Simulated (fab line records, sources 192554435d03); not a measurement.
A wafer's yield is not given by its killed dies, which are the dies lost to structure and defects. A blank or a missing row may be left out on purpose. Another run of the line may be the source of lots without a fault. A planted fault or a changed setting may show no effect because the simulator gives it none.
Struck lot and sound lot, side by side :: flow n5 finfet :: 23 out of 1938 route steps
Sound: these wafers, L643.2, L643.3, L643.6. The struck wafers were L632.3, L632.4, L632.5. The cause comes at the end.
At each step with rows: each side's tool, then ch and its chambers, then its first start. Under that, the readings that differ: sound wafers :: struck wafers :: difference of the means :: sigmas: that difference in standard deviations of wafers without a fault.
alike: readings whose means differ by less than 2 such deviations, and words and numbers that are the same on both sides. not compared: withheld readings, readings that some wafer has no value for, bounds like >300 that may hide the same value, and numbers for which the record gives no deviation and whose values overlap.
The two part at a step that has a row with sigmas, a row that says differs or no value, or rows on one side only. Numbers that don't overlap but have no deviation are shown without sigmas and don't part them. Lack of a reading on every wafer of one side parts them only where that side has two or more wafers.

first, 9 steps without rows for these wafers: N5_BEOL_M6_SOFTBAKE_06 (time 60 s); N5_BEOL_M6_EXPOSE_08 (exposes mask M6); N5_BEOL_M6_PEB_09 (peb time 60 s); N5_BEOL_M6_DEVELOP_10 (develop time 30 s); N5_BEOL_M6_DESCUM_16 (chemistry O2, time 7.9 s); N5_BEOL_M6_ETCH_61 (etches SiARC in CF4, target depth 45.5 nm, time 75.8 s); N5_BEOL_M6_ETCH_62 (etches SOC in N2/H2, target depth 110 nm, overetch 22 nm, time 165 s); N5_BEOL_M6_STRIP_68 (strips in N2/H2); N5_BEOL_M6_STRIP_67 (strips in CF4).
N5_BEOL_M6_HM_OPEN_17: chemistry Cl2/BCl3, target TiN, target depth 20 nm, overetch 6 nm.
  sound on rie metal-02 ch 1, day 13 22:51; struck on rie metal-03 ch 0,1, day 11 03:23
reading: oes product au (a.u.)
sound: 0.77 0.77 0.76
struck: 0.66 0.64 0.65
difference: -0.12
sigmas: -2
  alike: bcl3 flow sccm, drypump motor current A, he backside leak sccm, rf fwd power W, throttle valve pct
  not compared: rf hours counter h
then, 10 steps without rows for these wafers: N5_BEOL_M6_STRIP_19 (strips in O2); N5_BEOL_M6_COAT_63 (time 60 s, resist thk 60 nm); N5_BEOL_M6_COAT_64 (time 60 s, resist thk 12 nm); N5_BEOL_M6_COAT_71 (time 60 s, resist thk 5 nm); N5_BEOL_M6_COAT_22 (resist thk 30 nm); N5_BEOL_M6_EBR_24; N5_BEOL_M6_SOFTBAKE_23 (time 60 s); N5_BEOL_M6_EXPOSE_25 (exposes mask V5, target cd 40 nm); N5_BEOL_M6_PEB_26 (peb time 60 s); N5_BEOL_M6_DEVELOP_27 (develop time 30 s).
N5_BEOL_M6_INSPECT_30: inspects for defects (brightfield).
  sound: defect inspect-01 at day 14 01:05; struck: defect inspect-01 at day 11 05:23
reading: raw defect count
sound: 323 367 393
struck: 690 872 751
difference: +410
sigmas: +4
then, 1 step without rows for these wafers: N5_BEOL_M6_DESCUM_33 (chemistry O2, time 7 s).
-- the record jumps here: 4 days lie between the struck wafers' starts before and after (it left off in module BEOL_M6 and takes up again in module PASSIVATION, whose first step shown is number 1936 of the route) --
N5_PASSIVATION_PROBE_49:
  only the struck wafers here have rows in the record (prober-01, day 14 18:14); the sound ones have none

== WHERE THEY PART ==
First at N5_BEOL_M6_HM_OPEN_17; last, within this record, at N5_PASSIVATION_PROBE_49.

WHY: whatever the simulator had introduced
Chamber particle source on rie metal-03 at N5_BEOL_M6_HM_OPEN_17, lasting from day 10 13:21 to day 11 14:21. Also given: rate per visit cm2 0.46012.
